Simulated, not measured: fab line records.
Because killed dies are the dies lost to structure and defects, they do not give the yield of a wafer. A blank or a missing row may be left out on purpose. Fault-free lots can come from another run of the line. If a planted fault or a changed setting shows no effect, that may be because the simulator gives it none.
What tool caused it? | flow n5 finfet | 36 wafers from 12 lots sampled at 2 of the route's 1938 steps

WHAT THE GAUGES READ, wafer by wafer
N5_BEOL_M12_THK_MEAS_50: measures by xrf.
lot  | measured     | on            | M12_THK (nm)
L074 | day 11 20:47 | film metro-01 | 321 316 332
L076 | day 12 11:02 | film metro-02 | 334 327 319
L077 | day 12 14:33 | film metro-02 | 309 319 308
L080 | day 12 23:23 | film metro-02 | 317 306 308
L083 | day 13 16:01 | film metro-02 | 316 320 329
L084 | day 13 18:57 | film metro-02 | 320 310 312
L086 | day 14 17:42 | film metro-01 | 323 333 316
L090 | day 15 04:43 | film metro-02 | 336 316 336
L092 | day 15 18:49 | film metro-02 | 325 323 329
L091 | day 15 23:40 | film metro-01 | 317 320 318
L095 | day 16 20:36 | film metro-01 | 328 328 324
L097 | day 17 03:25 | film metro-01 | 322 333 322

WHAT TOOL EACH LOT RAN ON (gives the tool, then ch and the chambers of the sampled wafers, and finally the start)
lot  | N5_BEOL_M12_SPUTTER_44
L074 | pvd sputter-02, day 11 19:08
L076 | pvd sputter-02, day 12 10:06
L077 | pvd sputter-01, day 12 13:31
L080 | pvd sputter-02, day 12 22:25
L083 | pvd sputter-02, day 13 14:20
L084 | pvd sputter-01, day 13 17:53
L086 | pvd sputter-03, day 14 16:14
L090 | pvd sputter-02, day 15 03:44
L092 | pvd sputter-01, day 15 17:32
L091 | pvd sputter-03, day 15 22:44
L095 | pvd sputter-02, day 16 19:31
L097 | pvd sputter-01, day 17 02:28
- N5_BEOL_M12_SPUTTER_44: material Ta, target thk 10 nm, time 16.13 s.

THE ANSWER, worked out from the rows above alone
Rule: the lots themselves supply what counts as usual. The widest of any qualifying gaps counts: lots, ordered by their means at a reading, are off when they make up no more than a third of the lots, leave a main group of 4 or more, and stand apart from it by 3 or more times the standard deviation of that group's means. Not used: any main group whose means are identical at the precision the tables above print for the reading. Also off: a lot with no number at a reading for which 4 or more lots have one. Any other lot the step has rows for is counted as sound.
No lot is off on any of the readings shown, so nothing can be concluded from this.

WHAT THE SIMULATOR HAD INSERTED
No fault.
